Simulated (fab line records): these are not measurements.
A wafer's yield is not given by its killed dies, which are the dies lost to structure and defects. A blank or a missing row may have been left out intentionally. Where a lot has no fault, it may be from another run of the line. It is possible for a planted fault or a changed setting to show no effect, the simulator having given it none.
Which of the tools did it? :: flow nand_harc :: 24 lots, 72 wafers sampled, at 4 steps of a route of 1159

== WHAT THE GAUGES READ, wafer by wafer ==
NHARC_A_BONDPAD_CD_MEAS_09: the cd target is 500 nm.
lot: L074
measured: day 18 17:08
on: cd_sem-01
cd_nm (nm): 503.8 503.5 502.8

lot: L077
measured: day 18 17:32
on: cd_sem-03
cd_nm (nm): 497.7 498.8 499.5

lot: L075
measured: day 18 17:41
on: cd_sem-03
cd_nm (nm): 501.7 502.7 502.3

lot: L076
measured: day 18 22:51
on: cd_sem-03
cd_nm (nm): 499.7 499.6 500.8

lot: L078
measured: day 18 23:15
on: cd_sem-03
cd_nm (nm): 496.9 497.5 498.8

lot: L079
measured: day 19 12:40
on: cd_sem-01
cd_nm (nm): 499.3 497.4 498.6

lot: L081
measured: day 19 14:32
on: cd_sem-03
cd_nm (nm): 499.5 499.3 500.5

lot: L082
measured: day 19 19:05
on: cd_sem-02
cd_nm (nm): 497.1 499.5 498.2

lot: L080
measured: day 19 19:43
on: cd_sem-02
cd_nm (nm): 501.2 501.3 500.0

lot: L084
measured: day 20 05:55
on: cd_sem-01
cd_nm (nm): 500.4 500.8 499.6

lot: L083
measured: day 20 08:31
on: cd_sem-03
cd_nm (nm): 499.5 500.8 498.4

lot: L086
measured: day 20 20:45
on: cd_sem-01
cd_nm (nm): 502.7 501.0 502.1

lot: L085
measured: day 21 02:49
on: cd_sem-03
cd_nm (nm): 499.9 499.6 500.7

lot: L088
measured: day 21 03:11
on: cd_sem-02
cd_nm (nm): 498.9 499.3 499.2

lot: L087
measured: day 21 12:50
on: cd_sem-02
cd_nm (nm): 499.7 501.2 498.9

lot: L089
measured: day 21 21:33
on: cd_sem-01
cd_nm (nm): 500.3 500.9 500.6

lot: L094
measured: day 22 02:44
on: cd_sem-01
cd_nm (nm): 499.7 499.8 499.9

lot: L090
measured: day 22 05:40
on: cd_sem-03
cd_nm (nm): 502.1 501.5 501.9

lot: L095
measured: day 22 06:22
on: cd_sem-03
cd_nm (nm): 501.2 500.7 500.3

lot: L092
measured: day 22 13:52
on: cd_sem-02
cd_nm (nm): 502.8 501.5 499.9

lot: L091
measured: day 22 20:47
on: cd_sem-02
cd_nm (nm): 503.6 501.0 504.2

lot: L093
measured: day 23 01:30
on: cd_sem-01
cd_nm (nm): 499.1 497.5 497.1

lot: L096
measured: day 23 02:17
on: cd_sem-01
cd_nm (nm): 499.9 499.5 499.7

lot: L097
measured: day 24 13:18
on: cd_sem-02
cd_nm (nm): 501.6 502.6 500.8

NHARC_A_BONDPAD_THK_MEAS_20: measures by xrf.
lot: L074
measured: day 18 19:46
on: film_metro-02
thk_nm (nm): 170.4 170.0 168.9

lot: L077
measured: day 18 20:35
on: film_metro-01
thk_nm (nm): 171.0 171.9 169.2

lot: L075
measured: day 18 20:30
on: film_metro-02
thk_nm (nm): 169.5 169.3 169.5

lot: L076
measured: day 19 01:24
on: film_metro-02
thk_nm (nm): 170.5 170.2 170.1

lot: L078
measured: day 19 02:01
on: film_metro-01
thk_nm (nm): 171.2 169.7 172.4

lot: L079
measured: day 19 15:13
on: film_metro-02
thk_nm (nm): 169.8 168.5 169.8

lot: L081
measured: day 19 17:08
on: film_metro-02
thk_nm (nm): 172.9 172.3 170.9

lot: L082
measured: day 19 21:40
on: film_metro-01
thk_nm (nm): 169.0 168.4 170.2

lot: L080
measured: day 19 22:52
on: film_metro-02
thk_nm (nm): 167.7 169.0 170.1

lot: L084
measured: day 20 08:36
on: film_metro-01
thk_nm (nm): 169.9 171.2 170.5

lot: L083
measured: day 20 11:16
on: film_metro-01
thk_nm (nm): 168.1 167.9 171.8

lot: L086
measured: day 20 23:18
on: film_metro-02
thk_nm (nm): 170.4 169.5 168.5

lot: L085
measured: day 21 05:25
on: film_metro-02
thk_nm (nm): 170.6 170.8 170.7

lot: L088
measured: day 21 05:55
on: film_metro-01
thk_nm (nm): 170.6 171.0 170.8

lot: L087
measured: day 21 15:23
on: film_metro-01
thk_nm (nm): 169.6 169.2 166.6

lot: L089
measured: day 22 00:22
on: film_metro-01
thk_nm (nm): 170.9 170.6 171.1

lot: L094
measured: day 22 05:18
on: film_metro-01
thk_nm (nm): 168.9 168.8 172.4

lot: L090
measured: day 22 08:23
on: film_metro-01
thk_nm (nm): 168.8 169.2 171.8

lot: L095
measured: day 22 09:20
on: film_metro-01
thk_nm (nm): 170.5 170.4 169.1

lot: L092
measured: day 22 16:25
on: film_metro-01
thk_nm (nm): 169.5 170.5 170.1

lot: L091
measured: day 22 23:26
on: film_metro-01
thk_nm (nm): 170.1 169.9 169.5

lot: L093
measured: day 23 04:06
on: film_metro-01
thk_nm (nm): 169.8 170.9 172.2

lot: L096
measured: day 23 04:55
on: film_metro-01
thk_nm (nm): 168.5 171.0 169.7

lot: L097
measured: day 24 16:16
on: film_metro-01
thk_nm (nm): 169.5 169.4 171.9

== TOOL THAT RAN EACH LOT (tool first, then ch and the chambers of the sampled wafers, then the start) ==
lot: L074
NHARC_A_BONDPAD_STRIP_15: rie_diel-07 ch 0,1,2, day 18 17:46
NHARC_A_BONDPAD_PVD_17: pvd_sputter-02, day 18 19:46 or earlier

lot: L077
NHARC_A_BONDPAD_STRIP_15: rie_diel-02 ch 0,1, day 18 18:26
NHARC_A_BONDPAD_PVD_17: pvd_sputter-02, day 18 20:35 or earlier

lot: L075
NHARC_A_BONDPAD_STRIP_15: rie_diel-07 ch 2,3, day 18 18:26
NHARC_A_BONDPAD_PVD_17: pvd_sputter-02, day 18 20:30 or earlier

lot: L076
NHARC_A_BONDPAD_STRIP_15: rie_diel-07 ch 0,3, day 18 23:28
NHARC_A_BONDPAD_PVD_17: pvd_sputter-01, day 19 01:24 or earlier

lot: L078
NHARC_A_BONDPAD_STRIP_15: rie_diel-07 ch 1,2,3, day 18 23:58
NHARC_A_BONDPAD_PVD_17: pvd_sputter-01, day 19 02:01 or earlier

lot: L079
NHARC_A_BONDPAD_STRIP_15: rie_diel-07 ch 0,1,2, day 19 13:16
NHARC_A_BONDPAD_PVD_17: pvd_sputter-02, day 19 15:13 or earlier

lot: L081
NHARC_A_BONDPAD_STRIP_15: rie_diel-07 ch 1,2,3, day 19 15:10
NHARC_A_BONDPAD_PVD_17: pvd_sputter-03, day 19 17:08 or earlier

lot: L082
NHARC_A_BONDPAD_STRIP_15: rie_diel-07 ch 0,1,2, day 19 19:44
NHARC_A_BONDPAD_PVD_17: pvd_sputter-01, day 19 21:40 or earlier

lot: L080
NHARC_A_BONDPAD_STRIP_15: rie_diel-07 ch 0,1,3, day 19 20:20
NHARC_A_BONDPAD_PVD_17: pvd_sputter-03, day 19 22:52 or earlier

lot: L084
NHARC_A_BONDPAD_STRIP_15: rie_diel-07 ch 0,2,3, day 20 06:31
NHARC_A_BONDPAD_PVD_17: pvd_sputter-01, day 20 08:36 or earlier

lot: L083
NHARC_A_BONDPAD_STRIP_15: rie_diel-02 ch 0,1,2, day 20 09:11
NHARC_A_BONDPAD_PVD_17: pvd_sputter-01, day 20 11:16 or earlier

lot: L086
NHARC_A_BONDPAD_STRIP_15: rie_diel-07 ch 1,2, day 20 21:22
NHARC_A_BONDPAD_PVD_17: pvd_sputter-01, day 20 23:18 or earlier

lot: L085
NHARC_A_BONDPAD_STRIP_15: rie_diel-07 ch 0,1,2, day 21 03:29
NHARC_A_BONDPAD_PVD_17: pvd_sputter-03, day 21 05:25 or earlier

lot: L088
NHARC_A_BONDPAD_STRIP_15: rie_diel-07 ch 0,2,3, day 21 03:53
NHARC_A_BONDPAD_PVD_17: pvd_sputter-03, day 21 05:55 or earlier

lot: L087
NHARC_A_BONDPAD_STRIP_15: rie_diel-07 ch 0,2,3, day 21 13:26
NHARC_A_BONDPAD_PVD_17: pvd_sputter-03, day 21 15:23 or earlier

lot: L089
NHARC_A_BONDPAD_STRIP_15: rie_diel-01 ch 1,2,3, day 21 22:13
NHARC_A_BONDPAD_PVD_17: pvd_sputter-02, day 22 00:22 or earlier

lot: L094
NHARC_A_BONDPAD_STRIP_15: rie_diel-07 ch 0,1,3, day 22 03:21
NHARC_A_BONDPAD_PVD_17: pvd_sputter-02, day 22 05:18 or earlier

lot: L090
NHARC_A_BONDPAD_STRIP_15: rie_diel-07 ch 0,3, day 22 06:16
NHARC_A_BONDPAD_PVD_17: pvd_sputter-03, day 22 08:23 or earlier

lot: L095
NHARC_A_BONDPAD_STRIP_15: rie_diel-07 ch 0,2,3, day 22 07:01
NHARC_A_BONDPAD_PVD_17: pvd_sputter-01, day 22 09:20 or earlier

lot: L092
NHARC_A_BONDPAD_STRIP_15: rie_diel-02 ch 0,1, day 22 14:28
NHARC_A_BONDPAD_PVD_17: pvd_sputter-03, day 22 16:25 or earlier

lot: L091
NHARC_A_BONDPAD_STRIP_15: rie_diel-01 ch 0,3, day 22 21:25
NHARC_A_BONDPAD_PVD_17: pvd_sputter-02, day 22 23:26 or earlier

lot: L093
NHARC_A_BONDPAD_STRIP_15: rie_diel-01 ch 1,3, day 23 02:07
NHARC_A_BONDPAD_PVD_17: pvd_sputter-03, day 23 04:06 or earlier

lot: L096
NHARC_A_BONDPAD_STRIP_15: rie_diel-02 ch 0,1,2, day 23 02:55
NHARC_A_BONDPAD_PVD_17: pvd_sputter-01, day 23 04:55 or earlier

lot: L097
NHARC_A_BONDPAD_STRIP_15: rie_diel-02 ch 0,2, day 24 13:55
NHARC_A_BONDPAD_PVD_17: pvd_sputter-03, day 24 16:16 or earlier
- NHARC_A_BONDPAD_STRIP_15: strips in O2.
- NHARC_A_BONDPAD_PVD_17: deposits TaN, target thk 5 nm, time 8.06 s.

== WHAT THE TOOLS THEMSELVES READ (means of the sampled wafers that have a number; where no wafer has one, the mark that the record gives instead) ==
NHARC_A_BONDPAD_STRIP_15.
lot: L074
tool: rie_diel-07
drypump_motor_current_A (A): 5.4
oes_product_au (a.u.): 0.997
rf_vpp_V (V): 57.6
showerhead_plenum_p_Torr (Torr): 3.56
throttle_valve_pct (%): 17.034

lot: L077
tool: rie_diel-02
drypump_motor_current_A (A): 6.1
oes_product_au (a.u.): 1.004
rf_vpp_V (V): 58.7
showerhead_plenum_p_Torr (Torr): 3.55
throttle_valve_pct (%): 17.033

lot: L075
tool: rie_diel-07
drypump_motor_current_A (A): 6.0
oes_product_au (a.u.): 1.002
rf_vpp_V (V): 57.3
showerhead_plenum_p_Torr (Torr): 3.68
throttle_valve_pct (%): 17.034

lot: L076
tool: rie_diel-07
drypump_motor_current_A (A): 6.2
oes_product_au (a.u.): 0.996
rf_vpp_V (V): 58.2
showerhead_plenum_p_Torr (Torr): 3.65
throttle_valve_pct (%): 17.041

lot: L078
tool: rie_diel-07
drypump_motor_current_A (A): 5.6
oes_product_au (a.u.): 0.989
rf_vpp_V (V): 57.8
showerhead_plenum_p_Torr (Torr): 3.58
throttle_valve_pct (%): 17.031

lot: L079
tool: rie_diel-07
drypump_motor_current_A (A): 5.4
oes_product_au (a.u.): 0.994
rf_vpp_V (V): 58.2
showerhead_plenum_p_Torr (Torr): 3.56
throttle_valve_pct (%): 17.035

lot: L081
tool: rie_diel-07
drypump_motor_current_A (A): 5.5
oes_product_au (a.u.): 0.999
rf_vpp_V (V): 57.3
showerhead_plenum_p_Torr (Torr): 3.58
throttle_valve_pct (%): 17.035

lot: L082
tool: rie_diel-07
drypump_motor_current_A (A): 5.4
oes_product_au (a.u.): 1.001
rf_vpp_V (V): 57.9
showerhead_plenum_p_Torr (Torr): 3.56
throttle_valve_pct (%): 17.030

lot: L080
tool: rie_diel-07
drypump_motor_current_A (A): 5.8
oes_product_au (a.u.): 0.999
rf_vpp_V (V): 57.9
showerhead_plenum_p_Torr (Torr): 3.56
throttle_valve_pct (%): 17.023

lot: L084
tool: rie_diel-07
drypump_motor_current_A (A): 5.9
oes_product_au (a.u.): 1.003
rf_vpp_V (V): 58.6
showerhead_plenum_p_Torr (Torr): 3.66
throttle_valve_pct (%): 17.042

lot: L083
tool: rie_diel-02
drypump_motor_current_A (A): 6.1
oes_product_au (a.u.): 1.011
rf_vpp_V (V): 57.8
showerhead_plenum_p_Torr (Torr): 3.53
throttle_valve_pct (%): 17.032

lot: L086
tool: rie_diel-07
drypump_motor_current_A (A): 5.1
oes_product_au (a.u.): 0.993
rf_vpp_V (V): 58.8
showerhead_plenum_p_Torr (Torr): 3.49
throttle_valve_pct (%): 17.035

lot: L085
tool: rie_diel-07
drypump_motor_current_A (A): 5.4
oes_product_au (a.u.): 0.991
rf_vpp_V (V): 57.9
showerhead_plenum_p_Torr (Torr): 3.56
throttle_valve_pct (%): 17.032

lot: L088
tool: rie_diel-07
drypump_motor_current_A (A): 5.9
oes_product_au (a.u.): 0.992
rf_vpp_V (V): 57.4
showerhead_plenum_p_Torr (Torr): 3.66
throttle_valve_pct (%): 17.040

lot: L087
tool: rie_diel-07
drypump_motor_current_A (A): 5.9
oes_product_au (a.u.): 1.005
rf_vpp_V (V): 57.8
showerhead_plenum_p_Torr (Torr): 3.66
throttle_valve_pct (%): 17.035

lot: L089
tool: rie_diel-01
drypump_motor_current_A (A): 5.8
oes_product_au (a.u.): 1.001
rf_vpp_V (V): 58.8
showerhead_plenum_p_Torr (Torr): 3.72
throttle_valve_pct (%): 17.041

lot: L094
tool: rie_diel-07
drypump_motor_current_A (A): 5.7
oes_product_au (a.u.): 1.003
rf_vpp_V (V): 57.3
showerhead_plenum_p_Torr (Torr): 3.56
throttle_valve_pct (%): 17.034

lot: L090
tool: rie_diel-07
drypump_motor_current_A (A): 6.1
oes_product_au (a.u.): 0.996
rf_vpp_V (V): 57.3
showerhead_plenum_p_Torr (Torr): 3.63
throttle_valve_pct (%): 17.045

lot: L095
tool: rie_diel-07
drypump_motor_current_A (A): 5.9
oes_product_au (a.u.): 1.005
rf_vpp_V (V): 58.3
showerhead_plenum_p_Torr (Torr): 3.65
throttle_valve_pct (%): 17.036

lot: L092
tool: rie_diel-02
drypump_motor_current_A (A): 6.1
oes_product_au (a.u.): 0.993
rf_vpp_V (V): 57.5
showerhead_plenum_p_Torr (Torr): 3.54
throttle_valve_pct (%): 17.033

lot: L091
tool: rie_diel-01
drypump_motor_current_A (A): 5.6
oes_product_au (a.u.): 1.003
rf_vpp_V (V): 57.4
showerhead_plenum_p_Torr (Torr): 3.76
throttle_valve_pct (%): 17.032

lot: L093
tool: rie_diel-01
drypump_motor_current_A (A): 5.9
oes_product_au (a.u.): 0.996
rf_vpp_V (V): 58.2
showerhead_plenum_p_Torr (Torr): 3.66
throttle_valve_pct (%): 17.040

lot: L096
tool: rie_diel-02
drypump_motor_current_A (A): 6.1
oes_product_au (a.u.): 1.002
rf_vpp_V (V): 58.0
showerhead_plenum_p_Torr (Torr): 3.52
throttle_valve_pct (%): 17.033

lot: L097
tool: rie_diel-02
drypump_motor_current_A (A): 6.0
oes_product_au (a.u.): 0.997
rf_vpp_V (V): 56.6
showerhead_plenum_p_Torr (Torr): 3.44
throttle_valve_pct (%): 17.038

NHARC_A_BONDPAD_PVD_17.
lot: L074
tool: pvd_sputter-02
throttle_valve_pct (%): 29.5

lot: L077
tool: pvd_sputter-02
throttle_valve_pct (%): 29.2

lot: L075
tool: pvd_sputter-02
throttle_valve_pct (%): 29.2

lot: L076
tool: pvd_sputter-01
throttle_valve_pct (%): 31.2

lot: L078
tool: pvd_sputter-01
throttle_valve_pct (%): 31.3

lot: L079
tool: pvd_sputter-02
throttle_valve_pct (%): 29.1

lot: L081
tool: pvd_sputter-03
throttle_valve_pct (%): 28.3

lot: L082
tool: pvd_sputter-01
throttle_valve_pct (%): 30.5

lot: L080
tool: pvd_sputter-03
throttle_valve_pct (%): 28.9

lot: L084
tool: pvd_sputter-01
throttle_valve_pct (%): 31.2

lot: L083
tool: pvd_sputter-01
throttle_valve_pct (%): 31.4

lot: L086
tool: pvd_sputter-01
throttle_valve_pct (%): 30.4

lot: L085
tool: pvd_sputter-03
throttle_valve_pct (%): 29.4

lot: L088
tool: pvd_sputter-03
throttle_valve_pct (%): 29.2

lot: L087
tool: pvd_sputter-03
throttle_valve_pct (%): 29.3

lot: L089
tool: pvd_sputter-02
throttle_valve_pct (%): 29.5

lot: L094
tool: pvd_sputter-02
throttle_valve_pct (%): 29.5

lot: L090
tool: pvd_sputter-03
throttle_valve_pct (%): 30.4

lot: L095
tool: pvd_sputter-01
throttle_valve_pct (%): 30.4

lot: L092
tool: pvd_sputter-03
throttle_valve_pct (%): 30.4

lot: L091
tool: pvd_sputter-02
throttle_valve_pct (%): 29.8

lot: L093
tool: pvd_sputter-03
throttle_valve_pct (%): 29.7

lot: L096
tool: pvd_sputter-01
throttle_valve_pct (%): 30.4

lot: L097
tool: pvd_sputter-03
throttle_valve_pct (%): 29.1

== THE ANSWER, worked out from the rows above alone ==
Rule: the usual values come from the lots themselves. The widest of any qualifying gaps counts: lots, ordered by their means at a reading, are off when they make up no more than a third of the lots, leave a main group of 4 or more, and stand apart from it by 3 or more times the standard deviation of that group's means. Not used: any main group whose means are identical at the precision the tables above print for the reading. Also off: a lot with no number at a reading for which 4 or more lots have one. The other lots that the step has rows for count as sound. First the gauges in route order, then the tools' own readings, where a lot's mean is used as printed above. At the first step where some lot is off, the reading lying furthest off is the one used; lots without a number count as furthest.
None of the lots is off at any reading shown; this tells nothing.

== WHAT WAS PUT IN BY THE SIMULATOR ==
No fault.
